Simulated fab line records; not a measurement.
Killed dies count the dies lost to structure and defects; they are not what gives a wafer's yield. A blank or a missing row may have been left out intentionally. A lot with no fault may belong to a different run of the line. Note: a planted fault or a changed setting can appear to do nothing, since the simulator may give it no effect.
Lot-split experiment | flow n5 finfet | 21 wafers read from 7 lots, route of 1938 steps

== ABOUT THE SPLIT ==
At N5_FIN_SAQP_SPACER1_ALD_24 (deposits SiO2, target thk 20.3 nm, pulse time 1 s, purge time 2 s), the setting ald cycles was moved away from the recipe's 218 on 4 of the 21 wafers read, by -14.7% to +15.6%. The other wafers ran this setting at the recipe's value.

== FROM THE SPLIT TO THE READING: what the file shows between them, 2 steps ==
- N5_FIN_SAQP_SPACER1_ETCHBACK_25: etches SiO2 in CHF3/O2, target depth 24.4 nm, time 12.2 s
- N5_FIN_SAQP_MANDREL1_REMOVE_56: chemistry HBr/Cl2/O2, target a-Si, stops on SiNx, bt time 10 s

== THE READING ==
cd nm (nm) at N5_FIN_SAQP_CD_MEAS_27, where the cd target is 20 nm. Typical for fault-free wafers on this fab line: 20.23 nm, with standard deviation 0.25 nm.

wafer  | tool, chamber at the split | ald cycles as run | against the recipe | cd nm, nm | against lot-mates on the recipe
L074.2 | ald sin-01, 1,2            | 218               | recipe             | 20.42     | -
L074.3 | ald sin-01, 3              | 204               | -6.4%              | 19.21     | -0.82
L074.6 | ald sin-01, 1,2            | 218               | recipe             | 19.65     | -
L076.1 | ald sin-04, 2              | 218               | recipe             | 20.10     | -
L076.2 | ald sin-04, 3,2            | 186               | -14.7%             | 17.50     | -2.60
L076.5 | ald sin-04, 3,2            | 186               | -14.7%             | 17.14     | -2.96
L083.2 | ald sin-04, 1,2,2          | 218               | recipe             | 20.24     | -
L083.3 | ald sin-04, 1,2,2          | 218               | recipe             | 20.39     | -
L083.5 | ald sin-04, 1,2,2          | 218               | recipe             | 20.39     | -
L084.1 | ald sin-04, 1,0,0          | 218               | recipe             | 20.53     | -
L084.3 | ald sin-04, 1,0,0          | 218               | recipe             | 20.19     | -
L084.6 | ald sin-04, 1,0,0          | 218               | recipe             | 20.00     | -
L092.1 | ald sin-04, 1              | 218               | recipe             | 20.02     | -
L092.4 | ald sin-04, 3              | 218               | recipe             | 20.42     | -
L092.6 | ald sin-04, 1              | 218               | recipe             | 20.14     | -
L094.1 | ald sin-02, 0              | 218               | recipe             | 20.01     | -
L094.3 | ald sin-02, 2,1            | 218               | recipe             | 20.11     | -
L094.5 | ald sin-02, 2,1            | 218               | recipe             | 19.76     | -
L095.1 | ald sin-04, 0              | 252               | +15.6%             | 23.33     | +2.89
L095.2 | ald sin-04, 3,2            | 218               | recipe             | 20.66     | -
L095.4 | ald sin-04, 3,2            | 218               | recipe             | 20.22     | -
If several chambers appear in one row, that row covers several wafers at once and the file leaves open which wafer was in which chamber.

FIT RESULTS
A straight line over all 21 wafers: cd nm changes by +0.196 nm for each +1% of ald cycles; r = +0.98; the points scatter about the line by 0.26 nm.
The same after taking each lot's own level away (the mean of its wafers on the recipe; 21 wafers): +0.185 nm for each +1%; r = +0.98; scatter 0.22 nm.
Per that fit: largest ald cycles move, reading shift of 2.9 nm.
From 19.960 to 20.440 nm: that is the span of the lots' own levels, equal to 1.9 times the standard deviation above.
Consequently the slope shifts little with the lot-to-lot level, the two slopes agreeing.
Check: +2.9 nm against its lot-mates is what the line predicts for one of the wafers moved furthest among these (+15.6%) when that wafer is left out of the fit. Against them it came out at +2.89 nm.

== THE OTHER SPLITS THESE WAFERS WENT THROUGH ==
Other splits were also applied to these wafers ahead of the reading. Each is held against what the fit with the lots' levels taken away leaves over:
other split on the same wafers                    | wafers away from the commonest value | r with cd nm (lot level and that fit taken away)
N5_PMOS_HMC_CHANNEL_EPI_EXPOSE_06 dose mj         | 7                                    | +0.12
N5_PMOS_HMC_CHANNEL_EPI_DEVELOP_08 develop time s | 9                                    | -0.07

== THE WHOLE CHAIN: every reading that the file lists as answering this split, in the file's order ==
step                           | what it does                                                      | reading                                                                                 | change (the file's fit)               | r (the file's)
N5_FIN_SAQP_SPACER1_ALD_24     | deposits SiO2, target thk 20.3 nm, pulse time 1 s, purge time 2 s | SiO2_of_FIN_SAQP_SPACER1_ALD_24.thk nm (the simulator's own value, which no gauge read) | +0.206 nm for each +1% of the setting | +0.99
N5_FIN_SAQP_MANDREL1_REMOVE_56 | chemistry HBr/Cl2/O2, target a-Si, stops on SiNx, bt time 10 s    | FIN_SAQP.cd nm (the simulator's own value, which no gauge read)                         | +0.206 nm for each +1% of the setting | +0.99
N5_FIN_SAQP_CD_MEAS_27         | target cd 20 nm                                                   | cd nm                                                                                   | +0.182 nm for each +1% of the setting | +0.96

== THE FILE'S OWN FIT ==
cd nm changes by +0.182 nm for each +1% of ald cycles, r = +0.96.
